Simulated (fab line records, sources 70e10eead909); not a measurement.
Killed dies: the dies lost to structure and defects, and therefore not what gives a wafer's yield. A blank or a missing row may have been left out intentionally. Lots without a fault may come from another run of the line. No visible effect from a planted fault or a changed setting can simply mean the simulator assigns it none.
What tool caused it? / flow nand-harc / Sampling: 12 lots, 36 wafers, 4 of 1159 route steps

== WHAT THE GAUGES SHOWED, per wafer ==
The record holds no reading of a measuring or inspecting step that can be judged against a usual standard deviation.

== TOOL THAT RAN EACH LOT (tool first, then ch and the chambers of the sampled wafers, then the start) ==
lot=L262; NHARC_P_M1_ANNEAL_31=rtp-anneal-02 ch 0, day 6 05:34; NHARC_P_M2_ETCH_28=rie-diel-03 ch 0,1,3, day 6 08:31; NHARC_P_M2_DEGAS_29=pvd-sputter-02, day 6 08:56; NHARC_P_M2_DEP_33=pecvd-03 ch 0,1,2, day 6 10:40
lot=L261; NHARC_P_M1_ANNEAL_31=rtp-anneal-01 ch 0, day 6 05:59; NHARC_P_M2_ETCH_28=rie-diel-03 ch 0,3, day 6 09:00; NHARC_P_M2_DEGAS_29=pvd-sputter-03, day 6 09:25; NHARC_P_M2_DEP_33=pecvd-03 ch 0,1,2, day 6 11:06
lot=L263; NHARC_P_M1_ANNEAL_31=rtp-anneal-02 ch 0, day 6 15:43; NHARC_P_M2_ETCH_28=rie-diel-04 ch 0,2,3, day 6 18:56; NHARC_P_M2_DEGAS_29=pvd-sputter-01, day 6 19:20; NHARC_P_M2_DEP_33=pecvd-04 ch 0,2, day 6 21:09
lot=L264; NHARC_P_M1_ANNEAL_31=rtp-anneal-02 ch 0, day 6 16:43; NHARC_P_M2_ETCH_28=rie-diel-04 ch 0,2,3, day 6 19:58; NHARC_P_M2_DEGAS_29=pvd-sputter-02, day 6 20:21; NHARC_P_M2_DEP_33=pecvd-02 ch 0,1, day 6 22:02
lot=L266; NHARC_P_M1_ANNEAL_31=rtp-anneal-01 ch 0, day 7 08:37; NHARC_P_M2_ETCH_28=rie-diel-04 ch 0,2,3, day 7 12:02; NHARC_P_M2_DEGAS_29=pvd-sputter-02, day 7 12:26; NHARC_P_M2_DEP_33=pecvd-03 ch 0,1, day 7 14:13
lot=L268; NHARC_P_M1_ANNEAL_31=rtp-anneal-02 ch 0, day 7 17:46; NHARC_P_M2_ETCH_28=rie-diel-03 ch 0,1,2, day 7 21:07; NHARC_P_M2_DEGAS_29=pvd-sputter-02, day 7 21:32; NHARC_P_M2_DEP_33=pecvd-03 ch 0,1,2, day 7 23:41
lot=L271; NHARC_P_M1_ANNEAL_31=rtp-anneal-02 ch 0, day 9 00:07; NHARC_P_M2_ETCH_28=rie-diel-06 ch 0,1,2, day 9 03:05; NHARC_P_M2_DEGAS_29=pvd-sputter-01, day 9 03:31; NHARC_P_M2_DEP_33=pecvd-03 ch 0,1, day 9 05:17
lot=L273; NHARC_P_M1_ANNEAL_31=rtp-anneal-01 ch 0, day 9 10:25; NHARC_P_M2_ETCH_28=rie-diel-03 ch 0,2, day 9 13:19; NHARC_P_M2_DEGAS_29=pvd-sputter-01, day 9 13:43; NHARC_P_M2_DEP_33=pecvd-03 ch 0,1, day 9 15:51
lot=L275; NHARC_P_M1_ANNEAL_31=rtp-anneal-01 ch 0, day 9 12:13; NHARC_P_M2_ETCH_28=rie-diel-03 ch 0,1, day 9 15:08; NHARC_P_M2_DEGAS_29=pvd-sputter-02, day 9 15:32; NHARC_P_M2_DEP_33=pecvd-03 ch 1,2, day 9 17:26
lot=L279; NHARC_P_M1_ANNEAL_31=rtp-anneal-01 ch 0, day 10 13:28; NHARC_P_M2_ETCH_28=rie-diel-04 ch 0,1,2, day 10 16:32; NHARC_P_M2_DEGAS_29=pvd-sputter-03, day 10 16:56; NHARC_P_M2_DEP_33=pecvd-03 ch 0,2, day 10 19:08
lot=L283; NHARC_P_M1_ANNEAL_31=rtp-anneal-02 ch 0, day 11 15:38; NHARC_P_M2_ETCH_28=rie-diel-06 ch 0,1,3, day 11 18:32; NHARC_P_M2_DEGAS_29=pvd-sputter-02, day 11 18:55; NHARC_P_M2_DEP_33=pecvd-03 ch 0,2, day 11 20:52
lot=L284; NHARC_P_M1_ANNEAL_31=rtp-anneal-02 ch 0, day 12 01:31; NHARC_P_M2_ETCH_28=rie-diel-04 ch 0,1,2, day 12 04:33; NHARC_P_M2_DEGAS_29=pvd-sputter-02, day 12 04:58; NHARC_P_M2_DEP_33=pecvd-04 ch 0,1,2, day 12 07:02
- NHARC_P_M1_ANNEAL_31: time 90 s.
- NHARC_P_M2_ETCH_28: etches the open film in CF4/N2, target depth 30 nm, time 72.99 s.
- NHARC_P_M2_DEGAS_29: time 60 s.
- NHARC_P_M2_DEP_33: deposits SiCN, target thk 30 nm.

== AS READ BY THE TOOLS THEMSELVES (means over the sampled wafers that have a number; for cases with no such wafer, the mark the record gives instead) ==
NHARC_P_M1_ANNEAL_31. Usual: wafer_temp_C_max reads 225.89 (standard deviation 0.28).
lot=L262 tool=rtp-anneal-02 wafer_temp_C_max=226.02 flag=
lot=L261 tool=rtp-anneal-01 wafer_temp_C_max=226.33 flag=
lot=L263 tool=rtp-anneal-02 wafer_temp_C_max=225.75 flag=
lot=L264 tool=rtp-anneal-02 wafer_temp_C_max=225.79 flag=
lot=L266 tool=rtp-anneal-01 wafer_temp_C_max=226.35 flag=
lot=L268 tool=rtp-anneal-02 wafer_temp_C_max=225.53 flag=
lot=L271 tool=rtp-anneal-02 wafer_temp_C_max=225.70 flag=
lot=L273 tool=rtp-anneal-01 wafer_temp_C_max=226.03 flag=
lot=L275 tool=rtp-anneal-01 wafer_temp_C_max=226.24 flag=
lot=L279 tool=rtp-anneal-01 wafer_temp_C_max=225.98 flag=
lot=L283 tool=rtp-anneal-02 wafer_temp_C_max=225.64 flag=
lot=L284 tool=rtp-anneal-02 wafer_temp_C_max=225.60 flag=

NHARC_P_M2_ETCH_28. Usual: drypump-motor-current-A 5.6 A, standard deviation 0.62; oes-product-au 1.000 a.u., standard deviation 0.0081; rf-vpp-V 315.3 V, standard deviation 1.8; showerhead-plenum-p-Torr 2.69 Torr, standard deviation 0.095; throttle-valve-pct 19.794 %, standard deviation 0.0094.
lot=L262; tool=rie-diel-03; drypump-motor-current-A (A)=5.5; oes-product-au (a.u.)=0.995; rf-vpp-V (V)=316.4; showerhead-plenum-p-Torr (Torr)=2.75; throttle-valve-pct (%)=19.794; flag=
lot=L261; tool=rie-diel-03; drypump-motor-current-A (A)=5.7; oes-product-au (a.u.)=1.008; rf-vpp-V (V)=316.8; showerhead-plenum-p-Torr (Torr)=2.76; throttle-valve-pct (%)=19.785; flag=
lot=L263; tool=rie-diel-04; drypump-motor-current-A (A)=5.6; oes-product-au (a.u.)=0.996; rf-vpp-V (V)=314.2; showerhead-plenum-p-Torr (Torr)=2.61; throttle-valve-pct (%)=19.792; flag=
lot=L264; tool=rie-diel-04; drypump-motor-current-A (A)=5.6; oes-product-au (a.u.)=1.001; rf-vpp-V (V)=313.9; showerhead-plenum-p-Torr (Torr)=2.61; throttle-valve-pct (%)=19.793; flag=
lot=L266; tool=rie-diel-04; drypump-motor-current-A (A)=5.6; oes-product-au (a.u.)=0.998; rf-vpp-V (V)=314.6; showerhead-plenum-p-Torr (Torr)=2.61; throttle-valve-pct (%)=19.790; flag=
lot=L268; tool=rie-diel-03; drypump-motor-current-A (A)=5.4; oes-product-au (a.u.)=0.992; rf-vpp-V (V)=314.8; showerhead-plenum-p-Torr (Torr)=2.68; throttle-valve-pct (%)=19.785; flag=
lot=L271; tool=rie-diel-06; drypump-motor-current-A (A)=6.3; oes-product-au (a.u.)=0.998; rf-vpp-V (V)=315.7; showerhead-plenum-p-Torr (Torr)=2.72; throttle-valve-pct (%)=19.800; flag=
lot=L273; tool=rie-diel-03; drypump-motor-current-A (A)=6.0; oes-product-au (a.u.)=0.992; rf-vpp-V (V)=315.8; showerhead-plenum-p-Torr (Torr)=2.70; throttle-valve-pct (%)=19.800; flag=
lot=L275; tool=rie-diel-03; drypump-motor-current-A (A)=6.0; oes-product-au (a.u.)=0.958; rf-vpp-V (V)=316.4; showerhead-plenum-p-Torr (Torr)=2.75; throttle-valve-pct (%)=19.800; flag=OFF
lot=L279; tool=rie-diel-04; drypump-motor-current-A (A)=5.7; oes-product-au (a.u.)=0.996; rf-vpp-V (V)=315.1; showerhead-plenum-p-Torr (Torr)=2.69; throttle-valve-pct (%)=19.805; flag=
lot=L283; tool=rie-diel-06; drypump-motor-current-A (A)=6.2; oes-product-au (a.u.)=1.000; rf-vpp-V (V)=313.4; showerhead-plenum-p-Torr (Torr)=2.63; throttle-valve-pct (%)=19.796; flag=
lot=L284; tool=rie-diel-04; drypump-motor-current-A (A)=5.7; oes-product-au (a.u.)=0.994; rf-vpp-V (V)=314.5; showerhead-plenum-p-Torr (Torr)=2.69; throttle-valve-pct (%)=19.795; flag=

NHARC_P_M2_DEGAS_29. Usual: heater-power-w 335 W, standard deviation 29; susceptor-temp-C 250.02 C, standard deviation 0.17.
lot=L262; tool=pvd-sputter-02; heater-power-w (W)=337; susceptor-temp-C (C)=249.98; flag=
lot=L261; tool=pvd-sputter-03; heater-power-w (W)=353; susceptor-temp-C (C)=250.32; flag=
lot=L263; tool=pvd-sputter-01; heater-power-w (W)=373; susceptor-temp-C (C)=-; flag=OFF
lot=L264; tool=pvd-sputter-02; heater-power-w (W)=335; susceptor-temp-C (C)=249.88; flag=
lot=L266; tool=pvd-sputter-02; heater-power-w (W)=324; susceptor-temp-C (C)=250.15; flag=
lot=L268; tool=pvd-sputter-02; heater-power-w (W)=340; susceptor-temp-C (C)=250.10; flag=
lot=L271; tool=pvd-sputter-01; heater-power-w (W)=346; susceptor-temp-C (C)=-; flag=OFF
lot=L273; tool=pvd-sputter-01; heater-power-w (W)=363; susceptor-temp-C (C)=249.78; flag=
lot=L275; tool=pvd-sputter-02; heater-power-w (W)=332; susceptor-temp-C (C)=250.14; flag=
lot=L279; tool=pvd-sputter-03; heater-power-w (W)=327; susceptor-temp-C (C)=250.07; flag=
lot=L283; tool=pvd-sputter-02; heater-power-w (W)=339; susceptor-temp-C (C)=249.98; flag=
lot=L284; tool=pvd-sputter-02; heater-power-w (W)=337; susceptor-temp-C (C)=250.11; flag=

NHARC_P_M2_DEP_33. Usual: heater-power-w 566 W, standard deviation 110; susceptor-temp-C 370.02 C, standard deviation 0.2.
lot=L262; tool=pecvd-03; heater-power-w (W)=630; susceptor-temp-C (C)=369.86; flag=
lot=L261; tool=pecvd-03; heater-power-w (W)=601; susceptor-temp-C (C)=370.05; flag=
lot=L263; tool=pecvd-04; heater-power-w (W)=473; susceptor-temp-C (C)=369.76; flag=
lot=L264; tool=pecvd-02; heater-power-w (W)=582; susceptor-temp-C (C)=370.11; flag=
lot=L266; tool=pecvd-03; heater-power-w (W)=557; susceptor-temp-C (C)=370.00; flag=
lot=L268; tool=pecvd-03; heater-power-w (W)=582; susceptor-temp-C (C)=370.09; flag=
lot=L271; tool=pecvd-03; heater-power-w (W)=628; susceptor-temp-C (C)=370.18; flag=
lot=L273; tool=pecvd-03; heater-power-w (W)=569; susceptor-temp-C (C)=370.16; flag=
lot=L275; tool=pecvd-03; heater-power-w (W)=536; susceptor-temp-C (C)=369.94; flag=
lot=L279; tool=pecvd-03; heater-power-w (W)=556; susceptor-temp-C (C)=369.93; flag=
lot=L283; tool=pecvd-03; heater-power-w (W)=644; susceptor-temp-C (C)=370.11; flag=
lot=L284; tool=pecvd-04; heater-power-w (W)=573; susceptor-temp-C (C)=370.06; flag=

== THE ANSWER, worked out from the rows above alone ==
Rule: lot off if the mean of its wafers having a number is beyond 3 standard deviations from the usual mean. A lot without any number at a reading at which 4 lots or more have one is off too. The other lots that the step has rows for count as sound. First the gauges in route order, then the tools' own readings, where a lot's mean is used as printed above. At the first step where some lot is off, the reading lying furthest off is the one used; lots without a number count as furthest.
Off: L275, at NHARC_P_M2_ETCH_28 (oes-product-au).
A tool fits if, at that step or a process step before it, it ran every lot that is off, and no sound lot after the first of them. One candidate fits, namely rie-diel-03 at NHARC_P_M2_ETCH_28. A fault onset in the window from L273 (day 9 13:19, its last sound lot) to L275 (day 9 15:08, its first lot off) fits.
On the lots that are off, the tool's own readings at NHARC_P_M2_ETCH_28 differ by more than 5 times the standard deviation of the sound lots' means, which bears it out; oes-product-au reads 0.958 a.u. there versus 0.997 a.u. on the sound lots.

== WHAT THE SIMULATOR HAD INSERTED ==
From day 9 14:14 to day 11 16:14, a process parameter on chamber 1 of rie-diel-03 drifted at NHARC_P_M2_ETCH_28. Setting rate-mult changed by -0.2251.
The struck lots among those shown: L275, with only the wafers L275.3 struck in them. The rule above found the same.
